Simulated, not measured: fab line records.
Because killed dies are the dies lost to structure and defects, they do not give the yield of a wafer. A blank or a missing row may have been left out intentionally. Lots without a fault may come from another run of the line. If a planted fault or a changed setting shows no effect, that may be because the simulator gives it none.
Split-lot study || flow n5-finfet || 21 wafers read from 7 lots, route of 1938 steps

## ABOUT THE SPLIT
At N5_BEOL_M8_DESCUM_33 (chemistry O2, time 7 s), the setting time-s was moved away from the recipe's 7 s on 5 of the 21 wafers read, by -19.2% to +15.2%. For the rest of the wafers, this setting stayed at what the recipe calls for.

No step appears in the file between the split and the reading.

## THE READING
CAR-EUV_of_BEOL_M8_COAT_22.thk-nm (the simulator's own value, which no gauge read), in nm, at N5_BEOL_M8_ETCH_72 (etches underlayer in N2/H2, target depth 6.5 nm, time 5.2 s). The file does not state a usual value for it. Across the 16 wafers here that went through the recipe, the average is 20.3 nm and the standard deviation 0.097 nm.

{"wafer": "L076.1", "tool, chamber at the split": "rie-diel-01, 3,1,2", "time-s as run, s": 7, "against the recipe": "recipe", "CAR-EUV_of_BEOL_M8_COAT_22.thk-nm, nm": 20.2, "against lot-mates on the recipe": "-"}
{"wafer": "L076.5", "tool, chamber at the split": "rie-diel-01, 3,1,2", "time-s as run, s": 7, "against the recipe": "recipe", "CAR-EUV_of_BEOL_M8_COAT_22.thk-nm, nm": 20.2, "against lot-mates on the recipe": "-"}
{"wafer": "L076.6", "tool, chamber at the split": "rie-diel-01, 3,1,2", "time-s as run, s": 7, "against the recipe": "recipe", "CAR-EUV_of_BEOL_M8_COAT_22.thk-nm, nm": 20.2, "against lot-mates on the recipe": "-"}
{"wafer": "L080.4", "tool, chamber at the split": "rie-diel-06, 0,2", "time-s as run, s": 7, "against the recipe": "recipe", "CAR-EUV_of_BEOL_M8_COAT_22.thk-nm, nm": 20.4, "against lot-mates on the recipe": "-"}
{"wafer": "L080.5", "tool, chamber at the split": "rie-diel-06, 0,2", "time-s as run, s": 7, "against the recipe": "recipe", "CAR-EUV_of_BEOL_M8_COAT_22.thk-nm, nm": 20.4, "against lot-mates on the recipe": "-"}
{"wafer": "L080.6", "tool, chamber at the split": "rie-diel-06, 3", "time-s as run, s": 6.527, "against the recipe": "-6.8%", "CAR-EUV_of_BEOL_M8_COAT_22.thk-nm, nm": 20.4, "against lot-mates on the recipe": "+0.0"}
{"wafer": "L082.3", "tool, chamber at the split": "rie-diel-01, 2", "time-s as run, s": 5.657, "against the recipe": "-19.2%", "CAR-EUV_of_BEOL_M8_COAT_22.thk-nm, nm": 21, "against lot-mates on the recipe": "+0.6"}
{"wafer": "L082.4", "tool, chamber at the split": "rie-diel-01, 1,2", "time-s as run, s": 7, "against the recipe": "recipe", "CAR-EUV_of_BEOL_M8_COAT_22.thk-nm, nm": 20.4, "against lot-mates on the recipe": "-"}
{"wafer": "L082.6", "tool, chamber at the split": "rie-diel-01, 1,2", "time-s as run, s": 7, "against the recipe": "recipe", "CAR-EUV_of_BEOL_M8_COAT_22.thk-nm, nm": 20.4, "against lot-mates on the recipe": "-"}
{"wafer": "L083.3", "tool, chamber at the split": "rie-diel-01, 3,1", "time-s as run, s": 7, "against the recipe": "recipe", "CAR-EUV_of_BEOL_M8_COAT_22.thk-nm, nm": 20.4, "against lot-mates on the recipe": "-"}
{"wafer": "L083.5", "tool, chamber at the split": "rie-diel-01, 3,1", "time-s as run, s": 7, "against the recipe": "recipe", "CAR-EUV_of_BEOL_M8_COAT_22.thk-nm, nm": 20.4, "against lot-mates on the recipe": "-"}
{"wafer": "L083.4", "tool, chamber at the split": "rie-diel-01, 1", "time-s as run, s": 6.032, "against the recipe": "-13.8%", "CAR-EUV_of_BEOL_M8_COAT_22.thk-nm, nm": 20.8, "against lot-mates on the recipe": "+0.4"}
{"wafer": "L084.1", "tool, chamber at the split": "rie-diel-02, 1,0,3", "time-s as run, s": 7, "against the recipe": "recipe", "CAR-EUV_of_BEOL_M8_COAT_22.thk-nm, nm": 20.4, "against lot-mates on the recipe": "-"}
{"wafer": "L084.3", "tool, chamber at the split": "rie-diel-02, 1,0,3", "time-s as run, s": 7, "against the recipe": "recipe", "CAR-EUV_of_BEOL_M8_COAT_22.thk-nm, nm": 20.4, "against lot-mates on the recipe": "-"}
{"wafer": "L084.6", "tool, chamber at the split": "rie-diel-02, 1,0,3", "time-s as run, s": 7, "against the recipe": "recipe", "CAR-EUV_of_BEOL_M8_COAT_22.thk-nm, nm": 20.4, "against lot-mates on the recipe": "-"}
{"wafer": "L085.1", "tool, chamber at the split": "rie-diel-01, 2,3,2", "time-s as run, s": 7, "against the recipe": "recipe", "CAR-EUV_of_BEOL_M8_COAT_22.thk-nm, nm": 20.2, "against lot-mates on the recipe": "-"}
{"wafer": "L085.3", "tool, chamber at the split": "rie-diel-01, 2,3,2", "time-s as run, s": 7, "against the recipe": "recipe", "CAR-EUV_of_BEOL_M8_COAT_22.thk-nm, nm": 20.2, "against lot-mates on the recipe": "-"}
{"wafer": "L085.6", "tool, chamber at the split": "rie-diel-01, 2,3,2", "time-s as run, s": 7, "against the recipe": "recipe", "CAR-EUV_of_BEOL_M8_COAT_22.thk-nm, nm": 20.2, "against lot-mates on the recipe": "-"}
{"wafer": "L096.3", "tool, chamber at the split": "rie-diel-02, 0", "time-s as run, s": 7, "against the recipe": "recipe", "CAR-EUV_of_BEOL_M8_COAT_22.thk-nm, nm": 20.4, "against lot-mates on the recipe": "-"}
{"wafer": "L096.5", "tool, chamber at the split": "rie-diel-02, 3", "time-s as run, s": 8.065, "against the recipe": "+15.2%", "CAR-EUV_of_BEOL_M8_COAT_22.thk-nm, nm": 19.6, "against lot-mates on the recipe": -0.8}
{"wafer": "L096.6", "tool, chamber at the split": "rie-diel-02, 0", "time-s as run, s": 8.065, "against the recipe": "+15.2%", "CAR-EUV_of_BEOL_M8_COAT_22.thk-nm, nm": 19.8, "against lot-mates on the recipe": -0.6}
Where a row lists several chambers, the file gives one row for several wafers and doesn't say which wafer went through which chamber.

THE FIT
A straight line over all 21 wafers: CAR-EUV_of_BEOL_M8_COAT_22.thk-nm changes by -0.0367 nm for each +1% of time-s; r = -0.94; the points scatter about the line by 0.1 nm.
The same after taking each lot's own level away (the mean of its wafers on the recipe; 21 wafers): -0.0362 nm for each +1%; r = -0.96; scatter 0.079 nm.
According to that fit, moving time-s by its largest amount changes the reading by 0.69 nm.
From 20.20 to 20.40 nm: that is the span of the lots' own levels, equal to 2.1 times the standard deviation above.
Consequently the slope shifts little with the lot-to-lot level, the two slopes agreeing.
Check: with one of the wafers moved furthest among these (-19.2%) left out of the fit, the line predicts +0.696 nm for it against its lot-mates. It came out at +0.6 nm against them.

## THE WHOLE CHAIN: every reading that the file lists as answering this split, in the file's order
{"step": "N5_BEOL_M8_DESCUM_33", "what it does": "chemistry O2, time 7 s", "reading": "CAR-EUV_of_BEOL_M8_COAT_22.thk-nm (the simulator's own value, which no gauge read)", "change (the file's fit)": "-0.0311 nm for each +1% of the setting", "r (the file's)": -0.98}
{"step": "N5_BEOL_M8_ETCH_72", "what it does": "etches underlayer in N2/H2, target depth 6.5 nm, time 5.2 s", "reading": "CAR-EUV_of_BEOL_M8_COAT_22.thk-nm (the simulator's own value, which no gauge read)", "change (the file's fit)": "-0.0331 nm for each +1% of the setting", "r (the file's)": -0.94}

## THE FILE'S OWN FIT
CAR-EUV_of_BEOL_M8_COAT_22.thk-nm changes by -0.0331 nm for each +1% of time-s, r = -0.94.
